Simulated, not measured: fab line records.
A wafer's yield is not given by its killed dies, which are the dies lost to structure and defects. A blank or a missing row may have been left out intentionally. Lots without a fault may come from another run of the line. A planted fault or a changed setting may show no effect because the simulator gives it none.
Split-lot trial + flow n5-finfet + route with 1938 steps; 7 lots, 21 wafers read

## SPLIT DETAILS
At N5_BEOL_M2_ETCH_70 (etches SOC in N2/H2, target depth 80 nm, overetch 24 nm, time 130 s), the setting time-s was moved away from the recipe's 130 s on 9 of the 21 wafers read, by -9.7% to +19.4%. For the rest of the wafers, this setting stayed at what the recipe calls for.

Reading taken at the split's own step.

## THE READING
SiARC_of_BEOL_M2_COAT_68.thk-nm (the simulator's own value, which no gauge read), in nm, at N5_BEOL_M2_ETCH_70 (etches SOC in N2/H2, target depth 80 nm, overetch 24 nm, time 130 s). No usual value for it is given in the file. The 12 wafers here that ran the recipe average 5.9 nm, standard deviation 0.22 nm.

| wafer  | tool, chamber at the split | time-s as run, s | against the recipe | SiARC_of_BEOL_M2_COAT_68.thk-nm, nm | against lot-mates on the recipe |
|--------|----------------------------|------------------|--------------------|-------------------------------------|---------------------------------|
| L076.1 | rie-diel-04, 0             | 138.1            | +6.2%              | 5.8                                 | +0.0                            |
| L076.4 | rie-diel-04, 2             | 138.1            | +6.2%              | 5.4                                 | -0.4                            |
| L076.6 | rie-diel-04, 3             | 130              | recipe             | 5.8                                 | -                               |
| L079.2 | rie-diel-03, 3             | 130              | recipe             | 6.2                                 | -                               |
| L079.3 | rie-diel-03, 0,3           | 155.2            | +19.4%             | 5                                   | -1.2                            |
| L079.6 | rie-diel-03, 0,3           | 155.2            | +19.4%             | 5                                   | -1.2                            |
| L081.3 | rie-diel-03, 1             | 150              | +15.4%             | 4.8                                 | -1.3                            |
| L081.4 | rie-diel-03, 2             | 130              | recipe             | 6.2                                 | -                               |
| L081.5 | rie-diel-03, 0             | 130              | recipe             | 6                                   | -                               |
| L083.1 | rie-diel-04, 0             | 151              | +16.2%             | 5                                   | -0.6                            |
| L083.3 | rie-diel-04, 1             | 130              | recipe             | 5.6                                 | -                               |
| L083.6 | rie-diel-04, 1             | 151              | +16.2%             | 4.6                                 | -1.0                            |
| L086.1 | rie-diel-03, 2             | 130              | recipe             | 6.2                                 | -                               |
| L086.2 | rie-diel-03, 3             | 130              | recipe             | 6                                   | -                               |
| L086.3 | rie-diel-03, 1             | 145.7            | +12.1%             | 5                                   | -1.1                            |
| L088.4 | rie-diel-04, 3             | 130              | recipe             | 5.6                                 | -                               |
| L088.6 | rie-diel-04, 3             | 130              | recipe             | 5.6                                 | -                               |
| L088.5 | rie-diel-04, 0             | 130              | recipe             | 6                                   | -                               |
| L089.1 | rie-diel-03, 1             | 130              | recipe             | 5.8                                 | -                               |
| L089.6 | rie-diel-03, 1             | 130              | recipe             | 5.8                                 | -                               |
| L089.2 | rie-diel-03, 3             | 117.4            | -9.7%              | 6.6                                 | +0.8                            |
When a row names more than one chamber, that row covers several wafers, and the file does not tell which wafer ran in which chamber.

FIT RESULTS
A straight line over all 21 wafers: SiARC_of_BEOL_M2_COAT_68.thk-nm changes by -0.06 nm for each +1% of time-s; r = -0.91; the points scatter about the line by 0.23 nm.
The same after taking each lot's own level away (the mean of its wafers on the recipe; 21 wafers): -0.0649 nm for each +1%; r = -0.94; scatter 0.2 nm.
On that fit, the largest move of time-s shifts the reading by 1.3 nm.
Across the lots, their own levels run from 5.60 to 6.20 nm, a range of 2.7 times the standard deviation given above.
Consequently the slope shifts little with the lot-to-lot level, the two slopes agreeing.
Check: for one of the wafers moved furthest among these (+19.4%), held out of the fit, the line's prediction against its lot-mates is -1.24 nm. Against them it came out at -1.2 nm.

## FURTHER SPLITS ON THESE WAFERS
These wafers also went through other splits before the reading. Each is held against what the fit with the lots' levels taken away leaves over:
| other split on the same wafers | wafers away from the commonest value | r with SiARC_of_BEOL_M2_COAT_68.thk-nm (lot level and that fit taken away) |
|--------------------------------|--------------------------------------|----------------------------------------------------------------------------|
| N5_BEOL_M0_ETCH_109 bias-w     | 4                                    | -0.15                                                                      |
| N5_BEOL_M1_ETCH_70 time-s      | 4                                    | +0.25                                                                      |
| N5_BEOL_M1_VIA_ETCH_34 bias-w  | 8                                    | +0.09                                                                      |

## THE FILE'S OWN FIT
SiARC_of_BEOL_M2_COAT_68.thk-nm changes by -0.0681 nm for each +1% of time-s, r = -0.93.
